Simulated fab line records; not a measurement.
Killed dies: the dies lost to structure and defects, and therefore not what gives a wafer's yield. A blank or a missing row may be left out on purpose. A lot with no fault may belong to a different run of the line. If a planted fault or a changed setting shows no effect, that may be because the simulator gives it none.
Chamber matching	flow n5-finfet	N5_BEOL_M2_STRIP_66 on rie-diel-04 has 4 sister chambers
The step strips in CF4. 27 wafers are shown with their chamber, then 12 later ones without.

== EACH WAFER AND ITS CHAMBER ==
wafer	chamber	drypump-motor-current-A (A)	showerhead-plenum-p-Torr (Torr)	throttle-valve-pct (%)
L074.2	0	5.1	1.76	13.99
L074.3	2	5.4	1.81	13.23
L074.5	2	5.4	1.81	13.21
L080.2	1	6.5	1.77	13.78
L080.5	1	6.5	1.77	13.75
L080.6	3	5.8	1.91	13.46
L081.1	3	5.9	1.91	13.45
L081.3	1	6.5	1.77	13.76
L081.6	3	5.9	1.91	13.48
L084.1	3	5.8	1.90	13.49
L084.2	2	5.4	1.80	13.26
L084.3	1	6.5	1.77	13.77
L084.4	2	5.4	1.80	13.27
L084.5	1	6.5	1.77	13.78
L084.6	3	5.8	1.91	13.50
L087.1	0	5.1	1.76	13.40
L087.2	3	5.8	1.90	13.51
L087.3	1	6.5	1.76	13.80
L087.4	2	5.4	1.80	13.29
L087.5	2	5.5	1.80	13.29
L087.6	3	5.8	1.90	13.52
L090.4	3	5.8	1.90	13.53
L090.5	0	5.1	1.76	13.41
L090.6	1	6.5	1.76	13.82
L095.1	3	5.8	1.90	13.52
L095.3	1	6.5	1.76	13.83
L095.5	1	6.5	1.76	13.82

SIGNATURES (means of the wafers above)
reading	chamber 0	chamber 1	chamber 2	chamber 3	scatter within a chamber
drypump-motor-current-A	5.100	6.500	5.417	5.822	0.0322
showerhead-plenum-p-Torr	1.7600	1.7656	1.8033	1.9044	0.00501
throttle-valve-pct	13.6000	13.7900	13.2583	13.4956	0.103
Rule: a wafer's distance from a chamber is the root of the sum, over the readings, of the square of ((its reading less the chamber's mean) divided by the reading's scatter). The wafer belongs to the nearest chamber; if the next one is less than 2 further off, it can't be placed. How the scatter is found: for the shown wafers, subtract from each reading the mean of its chamber, square and add these, divide the total by (wafers less chambers), then take the root.

== WAFERS MISSING THEIR CHAMBER ==
wafer	drypump-motor-current-A (A)	showerhead-plenum-p-Torr (Torr)	throttle-valve-pct (%)
L092.1	5.8	1.90	13.54
L092.2	5.5	1.80	13.30
L092.3	5.1	1.76	13.45
L092.4	6.5	1.76	13.82
L092.5	5.8	1.90	13.54
L092.6	5.1	1.76	13.42
L094.1	5.4	1.80	13.30
L094.2	6.5	1.76	13.84
L094.3	5.9	1.90	13.54
L094.4	5.1	1.76	13.43
L094.5	5.9	1.90	13.54
L094.6	5.1	1.76	13.43

== WHICH CHAMBER EACH ONE RAN IN ==
wafer	from the rows above	in truth
L092.1	3	3
L092.2	2	2
L092.3	0	0
L092.4	1	1
L092.5	3	3
L092.6	0	0
L094.1	2	2
L094.2	1	1
L094.3	3	3
L094.4	0	0
L094.5	3	3
L094.6	0	0
Correct placement for 12 of the 12. Left unplaced by these rows: 0. Wrongly placed: 0.
